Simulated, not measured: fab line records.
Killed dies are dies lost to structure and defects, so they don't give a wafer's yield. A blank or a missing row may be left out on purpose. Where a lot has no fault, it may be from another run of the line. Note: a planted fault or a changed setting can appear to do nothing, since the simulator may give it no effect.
Which tool was responsible? -- flow n5Finfet -- 30 wafers from 10 lots sampled at 2 of the route's 1938 steps

== WHAT THE GAUGES READ, wafer by wafer ==
N5_WELL_APT_OVL_MEAS_26.
lot,measured,on,PWELL_OVL (nm)
L639,day 1 14:47,overlay-02,4 -6 -6
L643,day 2 14:56,overlay-01,3 -1 -4
L644,day 2 20:53,overlay-02,-8 -2 -11
L645,day 3 03:10,overlay-02,-3 -3 2
L651,day 4 15:13,overlay-02,5 6 1
L654,day 5 09:14,overlay-01,-4 -2 -5
L655,day 5 14:55,overlay-02,6 2 -1
L656,day 5 21:11,overlay-01,-6 -18 -7
L658,day 6 09:11,overlay-02,-2 -10 4
L659,day 6 14:53,overlay-02,0 2 1

== EACH LOT AND THE TOOL THAT RAN IT (in order: tool; ch and the chambers of the sampled wafers; start) ==
lot,N5_ZERO_LAYER_STRIP_24
L639,"plasmaAsher-02 ch 0,1, day 1 12:57"
L643,"plasmaAsher-01 ch 0,1, day 2 13:00"
L644,"plasmaAsher-01 ch 0,1, day 2 18:55"
L645,"plasmaAsher-01 ch 0,1, day 3 01:07"
L651,"plasmaAsher-01 ch 0,1, day 4 12:54"
L654,"plasmaAsher-01 ch 0,1, day 5 07:09"
L655,"plasmaAsher-01 ch 0,1, day 5 13:03"
L656,"plasmaAsher-01 ch 0,1, day 5 18:53"
L658,"plasmaAsher-02 ch 0, day 6 07:01"
L659,"plasmaAsher-01 ch 0,1, day 6 12:53"
- N5_ZERO_LAYER_STRIP_24: strips in O2.

== THE ANSWER, worked out from the rows above alone ==
Rule: the lots themselves supply what counts as usual. Put in order of their means at a reading, lots are off if they are a third of the lots or fewer, leave a main group of 4 or more, and stand apart from it by a gap of 3 or more times the standard deviation of the main group's means; of several such gaps the widest counts. Not used: any main group whose means are identical at the precision the tables above print for the reading. Also off: a lot with no number at a reading for which 4 or more lots have one. Where the step has rows for the other lots, those lots are counted as sound.
Across all readings shown, no lot is off: no conclusion can be drawn from this.

== WHAT WAS PUT IN BY THE SIMULATOR ==
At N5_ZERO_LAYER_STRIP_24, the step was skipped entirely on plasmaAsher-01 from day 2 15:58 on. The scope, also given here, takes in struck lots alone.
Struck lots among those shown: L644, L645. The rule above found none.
